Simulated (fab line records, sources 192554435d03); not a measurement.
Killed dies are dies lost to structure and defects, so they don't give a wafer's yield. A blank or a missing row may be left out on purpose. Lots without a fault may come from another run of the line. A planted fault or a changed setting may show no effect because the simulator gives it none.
Split-lot experiment | flow n5_finfet | 7 lots, 21 wafers read, on a route of 1938 steps

THE SPLIT
At N5_BEOL_M4_DESCUM_33 (chemistry O2, time 7 s), the setting time_s was moved away from the recipe's 7 s on 5 of the 21 wafers read, by -15.8% to +10.0%. The other wafers ran this setting at the recipe's value.

FROM THE SPLIT TO THE READING: what the file shows between them, 3 steps
- N5_BEOL_M4_ETCH_77: etches underlayer in N2/H2, target depth 6.5 nm, time 5.2 s
- N5_BEOL_M4_ETCH_69: etches SiARC in CF4, target depth 15.6 nm, time 26 s
- N5_BEOL_M4_ALD_98: deposits SiO2, target thk 2.5 nm, pulse time 1 s, co reactant pulse time 1 s

THE READING
CAR-EUV_of_BEOL_M4_COAT_22.thk_nm (the simulator's own value, which no gauge read), in nm, at N5_BEOL_M4_ETCHBACK_99 (etches SiO2 in CHF3, target depth 5 nm, time 10.4 s). The file gives no usual value for it. The 16 wafers here that ran the recipe average 10.4 nm, standard deviation 0.087 nm.

wafer  | tool, chamber at the split | time_s as run, s | against the recipe | CAR-EUV_of_BEOL_M4_COAT_22.thk_nm, nm | against lot-mates on the recipe
L076.3 | rie_diel-04, 3,2           | 7                | recipe             | 10.4                                  | -
L076.5 | rie_diel-04, 3,2           | 7                | recipe             | 10.6                                  | -
L076.6 | rie_diel-04, 0             | 7.623            | +8.9%              | 10.2                                  | -0.3
L077.1 | rie_diel-06, 1,2           | 5.893            | -15.8%             | 11                                    | +0.6
L077.3 | rie_diel-06, 1,2           | 5.893            | -15.8%             | 11                                    | +0.6
L077.4 | rie_diel-06, 0             | 7                | recipe             | 10.4                                  | -
L080.3 | rie_diel-04, 1,2,2         | 7                | recipe             | 10.6                                  | -
L080.4 | rie_diel-04, 1,2,2         | 7                | recipe             | 10.6                                  | -
L080.6 | rie_diel-04, 1,2,2         | 7                | recipe             | 10.4                                  | -
L079.2 | rie_diel-03, 0,3           | 7                | recipe             | 10.4                                  | -
L079.4 | rie_diel-03, 0,3           | 7                | recipe             | 10.4                                  | -
L079.6 | rie_diel-03, 0             | 7.697            | +10.0%             | 10                                    | -0.4
L083.3 | rie_diel-04, 3,0,3         | 7                | recipe             | 10.6                                  | -
L083.4 | rie_diel-04, 3,0,3         | 7                | recipe             | 10.4                                  | -
L083.5 | rie_diel-04, 3,0,3         | 7                | recipe             | 10.4                                  | -
L092.1 | rie_diel-04, 1             | 7.401            | +5.7%              | 10.2                                  | -0.2
L092.4 | rie_diel-04, 2             | 7                | recipe             | 10.4                                  | -
L092.5 | rie_diel-04, 2             | 7                | recipe             | 10.4                                  | -
L097.4 | rie_diel-04, 3             | 7                | recipe             | 10.4                                  | -
L097.5 | rie_diel-04, 2,3           | 7                | recipe             | 10.4                                  | -
L097.6 | rie_diel-04, 2,3           | 7                | recipe             | 10.4                                  | -
Where a row lists several chambers, the file gives one row for several wafers and doesn't say which wafer went through which chamber.

THE FIT
A straight line over all 21 wafers: CAR-EUV_of_BEOL_M4_COAT_22.thk_nm changes by -0.0359 nm for each +1% of time_s; r = -0.93; the points scatter about the line by 0.084 nm.
The same after taking each lot's own level away (the mean of its wafers on the recipe; 21 wafers): -0.0376 nm for each +1%; r = -0.96; scatter 0.063 nm.
On that fit, the largest move of time_s shifts the reading by 0.59 nm.
The lots' own levels span 10.40 to 10.53 nm, that is 1.5 times the standard deviation above.
So the lot-to-lot level changes the slope little: the two slopes agree.
Check: with one of the wafers moved furthest among these (-15.8%) left out of the fit, the line predicts +0.595 nm for it against its lot-mates. It came out at +0.6 nm against them.

OTHER SPLITS ON THESE WAFERS
These wafers also went through other splits before the reading. Each is held against what the fit with the lots' levels taken away leaves over:
other split on the same wafers | wafers away from the commonest value | r with CAR-EUV_of_BEOL_M4_COAT_22.thk_nm (lot level and that fit taken away)
N5_BEOL_M4_EXPOSE_08 dose_mj   | 9                                    | +0.27

THE WHOLE CHAIN: every reading that the file lists as answering this split, in the file's order
step                   | what it does                                                | reading                                                                            | change (the file's fit)                | r (the file's)
N5_BEOL_M4_DESCUM_33   | chemistry O2, time 7 s                                      | CAR-EUV_of_BEOL_M4_COAT_22.thk_nm (the simulator's own value, which no gauge read) | -0.0355 nm for each +1% of the setting | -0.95
N5_BEOL_M4_ETCH_77     | etches underlayer in N2/H2, target depth 6.5 nm, time 5.2 s | CAR-EUV_of_BEOL_M4_COAT_22.thk_nm (the simulator's own value, which no gauge read) | -0.0316 nm for each +1% of the setting | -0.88
N5_BEOL_M4_ETCH_69     | etches SiARC in CF4, target depth 15.6 nm, time 26 s        | CAR-EUV_of_BEOL_M4_COAT_22.thk_nm (the simulator's own value, which no gauge read) | -0.0335 nm for each +1% of the setting | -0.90
N5_BEOL_M4_ETCHBACK_99 | etches SiO2 in CHF3, target depth 5 nm, time 10.4 s         | CAR-EUV_of_BEOL_M4_COAT_22.thk_nm (the simulator's own value, which no gauge read) | -0.0375 nm for each +1% of the setting | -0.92

THE FILE'S OWN FIT
CAR-EUV_of_BEOL_M4_COAT_22.thk_nm changes by -0.0375 nm for each +1% of time_s, r = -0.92.
